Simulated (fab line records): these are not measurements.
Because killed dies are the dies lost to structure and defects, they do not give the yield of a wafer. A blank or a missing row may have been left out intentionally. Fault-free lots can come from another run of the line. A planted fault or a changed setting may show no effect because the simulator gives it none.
Struck lot and sound lot, side by side + flow nand-harc + 14 out of 1159 route steps
Sound: wafers L441.1, L441.3, L441.4. Struck: wafers L452.2, L452.4, L452.5. The cause comes at the end.
Each step with rows lists, per side, the tool, then ch with its chambers, then its first start. Under that, the readings that differ: sound wafers + struck wafers + difference of the means + sigmas: that difference in standard deviations of wafers without a fault.
alike: words and numbers the same on both sides, and readings whose means are apart by under 2 such deviations; not compared: readings that were withheld, readings missing a value for some wafer, numbers with overlapping values and no deviation given by the record, and bounds like >300 which may hide the same value.
The two part at a step that has a row with sigmas, a row that says differs or no value, or rows on one side only. Non-overlapping numbers with no deviation appear without sigmas and do not part them. Lack of a reading on every wafer of one side parts them only where that side has two or more wafers.

NHARC_A_ONON_D1_INSPECT_32:
  sound on defect-inspect-01, day 8 17:44; struck on defect-inspect-02, day 12 07:10
  alike: raw-defect-count
NHARC_A_CHANNEL_HOLE_D1_DEP_00: deposits aC, target thk 3100 nm.
  sound on acl-dep-03 ch 0, day 8 19:46; struck on acl-dep-01 ch 0, day 12 09:12
  alike: throttle-valve-pct
NHARC_A_CHANNEL_HOLE_D1_DEP_01: deposits SiON, target thk 140 nm.
  sound on pecvd-04 ch 0,1, day 8 21:45; struck on pecvd-04 ch 0,1,2, day 12 10:57
  alike: heater-power-w, rf-fwd-power-W
then, 9 steps without rows for these wafers: NHARC_A_CHANNEL_HOLE_D1_DEHYDRATE_02 (time 120 s); NHARC_A_CHANNEL_HOLE_D1_HMDS_03 (time 30 s); NHARC_A_CHANNEL_HOLE_D1_COAT_36 (time 75 s); NHARC_A_CHANNEL_HOLE_D1_COAT_37 (time 65 s); NHARC_A_CHANNEL_HOLE_D1_COAT_04 (resist thk 90 nm); NHARC_A_CHANNEL_HOLE_D1_SOFTBAKE_05 (time 55 s); NHARC_A_CHANNEL_HOLE_D1_EBR_06; NHARC_A_CHANNEL_HOLE_D1_EXPOSE_07 (exposes mask HOLE D1, target cd 100 nm); NHARC_A_CHANNEL_HOLE_D1_PEB_08 (peb time 65 s).
NHARC_A_CHANNEL_HOLE_D1_DEVELOP_09: develop time 35 s.
  sound on litho-track-04 ch 0, day 8 22:00; struck on litho-track-04, day 12 11:00
  no value came back on the struck wafers for chill-plate-temp-C (C), develop-time-s (s); on the sound wafers chill-plate-temp-C (C) reads 23.01 23.06 22.91
NHARC_A_CHANNEL_HOLE_D1_CD_MEAS_10 targets a cd of 100 nm.
  sound on cd-sem-01 ch 0, day 8 22:29; struck on cd-sem-01 ch 0, day 12 11:29
| reading    | sound          | struck | difference                    | sigmas |
|------------|----------------|--------|-------------------------------|--------|
| cd-nm (nm) | 99.7 99.9 99.6 | - - -  | no value on the struck wafers |        |

## WHERE THEY PART
First at NHARC_A_CHANNEL_HOLE_D1_DEVELOP_09; last, within this record, at NHARC_A_CHANNEL_HOLE_D1_CD_MEAS_10.

WHY: the cause the simulator had injected
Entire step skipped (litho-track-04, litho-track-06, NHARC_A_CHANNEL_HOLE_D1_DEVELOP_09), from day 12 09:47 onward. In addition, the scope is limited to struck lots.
